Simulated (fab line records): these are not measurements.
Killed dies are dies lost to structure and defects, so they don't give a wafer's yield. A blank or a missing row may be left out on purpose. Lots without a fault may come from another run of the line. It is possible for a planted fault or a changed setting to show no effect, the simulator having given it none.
What tool caused it? / flow n5_finfet / 10 lots, 30 wafers sampled, at 4 steps of a route of 1938

== WHAT THE GAUGES SHOWED, per wafer ==
N5_MIM_BOT_LITHO_OVL_MEAS_11. Usual: MIM_BOT_OVL typically reads -2 nm, with standard deviation 6.1.
lot=L364; measured=day 12 19:34; on=overlay-01; MIM_BOT_OVL (nm)=-10 -17 -15; flag=
lot=L366; measured=day 13 00:43; on=overlay-01; MIM_BOT_OVL (nm)=-14 -11 -20; flag=
lot=L367; measured=day 13 09:40; on=overlay-02; MIM_BOT_OVL (nm)=-9 -1 -8; flag=
lot=L372; measured=day 14 13:10; on=overlay-02; MIM_BOT_OVL (nm)=-4 2 3; flag=
lot=L377; measured=day 15 17:57; on=overlay-01; MIM_BOT_OVL (nm)=-2 5 1; flag=
lot=L378; measured=day 15 18:31; on=overlay-01; MIM_BOT_OVL (nm)=4 -3 0; flag=
lot=L379; measured=day 15 22:58; on=overlay-02; MIM_BOT_OVL (nm)=-4 5 2; flag=
lot=L380; measured=day 16 02:02; on=overlay-01; MIM_BOT_OVL (nm)=4 13 8; flag=
lot=L387; measured=day 18 03:30; on=overlay-02; MIM_BOT_OVL (nm)=-7 -11 -4; flag=
lot=L386; measured=day 18 09:29; on=overlay-01; MIM_BOT_OVL (nm)=-5 4 4; flag=

N5_PASSIVATION_INSPECT_61: inspects for defects (macro). Usual: raw_defect_count 2.1, standard deviation 1.4.
lot=L364; measured=day 12 21:03; on=defect_inspect-01; raw_defect_count=1 0 3; flag=
lot=L366; measured=day 13 02:26; on=defect_inspect-01; raw_defect_count=1 5 3; flag=
lot=L367; measured=day 13 13:12; on=defect_inspect-02; raw_defect_count=1 2 3; flag=
lot=L372; measured=day 14 18:41; on=defect_inspect-01; raw_defect_count=>300 >300 >300; flag=OFF
lot=L377; measured=day 15 21:25; on=defect_inspect-01; raw_defect_count=300 >300 >300; flag=OFF
lot=L378; measured=day 15 21:15; on=defect_inspect-01; raw_defect_count=0 3 2; flag=
lot=L379; measured=day 16 02:24; on=defect_inspect-01; raw_defect_count=2 2 2; flag=
lot=L380; measured=day 16 03:43; on=defect_inspect-02; raw_defect_count=2 6 1; flag=
lot=L387; measured=day 18 05:55; on=defect_inspect-01; raw_defect_count=1 1 2; flag=
lot=L386; measured=day 18 12:05; on=defect_inspect-01; raw_defect_count=1 3 1; flag=

== TOOL THAT RAN EACH LOT (tool first, then ch and the chambers of the sampled wafers, then the start) ==
lot=L364; N5_MIM_BOT_ETCH_ETCH_03=rie_metal-02 ch 0, day 12 19:47; N5_PASSIVATION_PECVD_01=pecvd-04 ch 0,2, day 12 20:32
lot=L366; N5_MIM_BOT_ETCH_ETCH_03=rie_metal-01 ch 1, day 13 00:56; N5_PASSIVATION_PECVD_01=pecvd-04 ch 0,1,2, day 13 01:42
lot=L367; N5_MIM_BOT_ETCH_ETCH_03=rie_metal-02 ch 0,1, day 13 09:59; N5_PASSIVATION_PECVD_01=pecvd-04 ch 0,1, day 13 10:48
lot=L372; N5_MIM_BOT_ETCH_ETCH_03=rie_metal-02 ch 0,1, day 14 13:28; N5_PASSIVATION_PECVD_01=pecvd-01 ch 1,2, day 14 14:15
lot=L377; N5_MIM_BOT_ETCH_ETCH_03=rie_metal-02 ch 0,1, day 15 18:11; N5_PASSIVATION_PECVD_01=pecvd-02 ch 0,1,2, day 15 18:58
lot=L378; N5_MIM_BOT_ETCH_ETCH_03=rie_metal-01 ch 0, day 15 18:49; N5_PASSIVATION_PECVD_01=pecvd-02 ch 0,2, day 15 19:46
lot=L379; N5_MIM_BOT_ETCH_ETCH_03=rie_metal-03 ch 0,1, day 15 23:11; N5_PASSIVATION_PECVD_01=pecvd-04 ch 0,1,2, day 16 00:01
lot=L380; N5_MIM_BOT_ETCH_ETCH_03=rie_metal-01 ch 0, day 16 02:16; N5_PASSIVATION_PECVD_01=pecvd-02 ch 1,2, day 16 03:15
lot=L387; N5_MIM_BOT_ETCH_ETCH_03=rie_metal-01 ch 0,1, day 18 03:52; N5_PASSIVATION_PECVD_01=pecvd-01 ch 0,1,2, day 18 04:38
lot=L386; N5_MIM_BOT_ETCH_ETCH_03=rie_metal-02 ch 0,1, day 18 09:42; N5_PASSIVATION_PECVD_01=pecvd-02 ch 0,1,2, day 18 10:38
- N5_MIM_BOT_ETCH_ETCH_03: etches the open film in Cl2/BCl3, target depth 12 nm.
- N5_PASSIVATION_PECVD_01: deposits SiNx from SiH4/NH3/N2, target thk 200 nm, time 43.2 s.

== WHAT THE TOOLS THEMSELVES READ (means of the sampled wafers that have a number; where no wafer has one, the mark that the record gives instead) ==
N5_MIM_BOT_ETCH_ETCH_03. Usual: drypump_motor_current_A 5.5 A, standard deviation 0.44; oes_product_au 0.79 a.u., standard deviation 0.1; throttle_valve_pct 27.53 %, standard deviation 0.21.
lot=L364; tool=rie_metal-02; drypump_motor_current_A (A)=5.4; oes_product_au (a.u.)=0.62; throttle_valve_pct (%)=27.92; flag=
lot=L366; tool=rie_metal-01; drypump_motor_current_A (A)=6.3; oes_product_au (a.u.)=0.65; throttle_valve_pct (%)=27.18; flag=
lot=L367; tool=rie_metal-02; drypump_motor_current_A (A)=5.4; oes_product_au (a.u.)=0.69; throttle_valve_pct (%)=27.80; flag=
lot=L372; tool=rie_metal-02; drypump_motor_current_A (A)=5.5; oes_product_au (a.u.)=0.88; throttle_valve_pct (%)=27.61; flag=
lot=L377; tool=rie_metal-02; drypump_motor_current_A (A)=5.5; oes_product_au (a.u.)=0.85; throttle_valve_pct (%)=27.61; flag=
lot=L378; tool=rie_metal-01; drypump_motor_current_A (A)=5.7; oes_product_au (a.u.)=0.75; throttle_valve_pct (%)=27.56; flag=
lot=L379; tool=rie_metal-03; drypump_motor_current_A (A)=4.9; oes_product_au (a.u.)=0.71; throttle_valve_pct (%)=27.61; flag=
lot=L380; tool=rie_metal-01; drypump_motor_current_A (A)=5.7; oes_product_au (a.u.)=0.75; throttle_valve_pct (%)=27.54; flag=
lot=L387; tool=rie_metal-01; drypump_motor_current_A (A)=5.9; oes_product_au (a.u.)=0.81; throttle_valve_pct (%)=27.43; flag=
lot=L386; tool=rie_metal-02; drypump_motor_current_A (A)=5.4; oes_product_au (a.u.)=0.86; throttle_valve_pct (%)=27.71; flag=

N5_PASSIVATION_PECVD_01. Usual: heater_power_w 352 W, standard deviation 74; showerhead_plenum_p_Torr 8.65 Torr, standard deviation 0.075; throttle_valve_pct 28.8 %, standard deviation 1.9.
lot=L364; tool=pecvd-04; heater_power_w (W)=380; showerhead_plenum_p_Torr (Torr)=8.57; throttle_valve_pct (%)=26.6; flag=
lot=L366; tool=pecvd-04; heater_power_w (W)=359; showerhead_plenum_p_Torr (Torr)=8.64; throttle_valve_pct (%)=27.5; flag=
lot=L367; tool=pecvd-04; heater_power_w (W)=325; showerhead_plenum_p_Torr (Torr)=8.65; throttle_valve_pct (%)=28.2; flag=
lot=L372; tool=pecvd-01; heater_power_w (W)=362; showerhead_plenum_p_Torr (Torr)=8.62; throttle_valve_pct (%)=28.6; flag=
lot=L377; tool=pecvd-02; heater_power_w (W)=365; showerhead_plenum_p_Torr (Torr)=8.70; throttle_valve_pct (%)=30.0; flag=
lot=L378; tool=pecvd-02; heater_power_w (W)=366; showerhead_plenum_p_Torr (Torr)=8.72; throttle_valve_pct (%)=29.7; flag=
lot=L379; tool=pecvd-04; heater_power_w (W)=357; showerhead_plenum_p_Torr (Torr)=8.65; throttle_valve_pct (%)=27.6; flag=
lot=L380; tool=pecvd-02; heater_power_w (W)=335; showerhead_plenum_p_Torr (Torr)=8.69; throttle_valve_pct (%)=28.9; flag=
lot=L387; tool=pecvd-01; heater_power_w (W)=383; showerhead_plenum_p_Torr (Torr)=8.61; throttle_valve_pct (%)=30.0; flag=
lot=L386; tool=pecvd-02; heater_power_w (W)=370; showerhead_plenum_p_Torr (Torr)=8.69; throttle_valve_pct (%)=28.6; flag=

== THE ANSWER, worked out from the rows above alone ==
Rule: take the mean of a lot's wafers that have a number; if it is more than 3 standard deviations from the usual mean, the lot is off. A lot without any number at a reading at which 4 lots or more have one is off too. Any other lot the step has rows for is counted as sound. First the gauges in route order, then the tools' own readings, where a lot's mean is used as printed above. The first step at which some lot is off is used, and at that step the reading that is off furthest; a lot without a number counts as furthest.
Off, at N5_PASSIVATION_INSPECT_61 on raw_defect_count: L372, L377. Without a number there: L372.
A tool fits if, at a process step before that reading, it ran every lot that is off, and no sound lot after the first of them. The gauges at N5_PASSIVATION_INSPECT_61 are tried like those tools. None of those tried fits.

== WHAT WAS PUT IN BY THE SIMULATOR ==
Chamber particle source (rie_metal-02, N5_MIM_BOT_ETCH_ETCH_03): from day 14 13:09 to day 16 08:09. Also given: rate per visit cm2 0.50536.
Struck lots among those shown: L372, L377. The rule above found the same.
